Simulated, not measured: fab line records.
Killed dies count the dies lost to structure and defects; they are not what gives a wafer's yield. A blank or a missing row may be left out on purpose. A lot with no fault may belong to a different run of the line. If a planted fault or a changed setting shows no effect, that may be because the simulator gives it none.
Chamber matching || flow n5Finfet || N5_BEOL_M10_CURE_72 on uvCure-03 has 3 sister chambers
The step cures SiCOH lowk, time 120 s. 6 wafers are shown with their chamber, then 10 later ones without.

## EACH WAFER AND ITS CHAMBER
{"wafer": "L084.3", "chamber": 2, "wafer_temp_C_max": 371.3, "lampPowerPct (%)": 52.29}
{"wafer": "L084.4", "chamber": 2, "wafer_temp_C_max": 371.7, "lampPowerPct (%)": 52.20}
{"wafer": "L085.5", "chamber": 1, "wafer_temp_C_max": 371.0, "lampPowerPct (%)": 52.27}
{"wafer": "L085.6", "chamber": 1, "wafer_temp_C_max": 371.4, "lampPowerPct (%)": 52.23}
{"wafer": "L090.3", "chamber": 0, "wafer_temp_C_max": 372.5, "lampPowerPct (%)": 52.34}
{"wafer": "L090.4", "chamber": 0, "wafer_temp_C_max": 373.4, "lampPowerPct (%)": 52.30}

## WAFERS WITHOUT THEIR CHAMBER
{"wafer": "L090.6", "wafer_temp_C_max": 372.1, "lampPowerPct (%)": 52.19}
{"wafer": "L091.1", "wafer_temp_C_max": 372.7, "lampPowerPct (%)": 52.32}
{"wafer": "L091.4", "wafer_temp_C_max": 372.4, "lampPowerPct (%)": 52.27}
{"wafer": "L091.6", "wafer_temp_C_max": 371.9, "lampPowerPct (%)": 52.34}
{"wafer": "L091.2", "wafer_temp_C_max": 372.6, "lampPowerPct (%)": 52.32}
{"wafer": "L091.3", "wafer_temp_C_max": 373.6, "lampPowerPct (%)": 52.28}
{"wafer": "L091.5", "wafer_temp_C_max": 371.6, "lampPowerPct (%)": 52.23}
{"wafer": "L093.4", "wafer_temp_C_max": 371.6, "lampPowerPct (%)": 52.32}
{"wafer": "L093.5", "wafer_temp_C_max": 371.5, "lampPowerPct (%)": 52.38}
{"wafer": "L093.6", "wafer_temp_C_max": 371.7, "lampPowerPct (%)": 52.28}

## EACH ONE'S CHAMBER
{"wafer": "L090.6", "from the rows above": "can't be placed: 2 or 1 or 0", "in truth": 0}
{"wafer": "L091.1", "from the rows above": 0, "in truth": 0}
{"wafer": "L091.4", "from the rows above": "can't be placed: 0 or 2 or 1", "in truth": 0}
{"wafer": "L091.6", "from the rows above": "can't be placed: 2 or 0 or 1", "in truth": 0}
{"wafer": "L091.2", "from the rows above": 0, "in truth": 0}
{"wafer": "L091.3", "from the rows above": 0, "in truth": 0}
{"wafer": "L091.5", "from the rows above": "can't be placed: 2 or 1", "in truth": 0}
{"wafer": "L093.4", "from the rows above": "can't be placed: 2 or 1 or 0", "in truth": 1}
{"wafer": "L093.5", "from the rows above": "can't be placed: 1 or 2 or 0", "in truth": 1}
{"wafer": "L093.6", "from the rows above": "can't be placed: 2 or 1", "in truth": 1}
Placed correctly: 3 of 10. Cannot be placed on the basis of these rows: 7; the candidates contain the true chamber in 6. Wrongly placed: 0.
How it was worked out, from the rows above alone: a wafer's distance from a chamber is the root of the sum, over the readings, of the square of ((its reading less the chamber's mean) divided by the reading's scatter). The wafer belongs to the nearest chamber; if the next one is less than 2 further off, it can't be placed. For every chamber, the mean is computed from those of its wafers that are shown. The scatter is the square root of a quotient: the sum, over the shown wafers, of each reading's squared deviation from its chamber's mean, divided by wafers minus chambers.
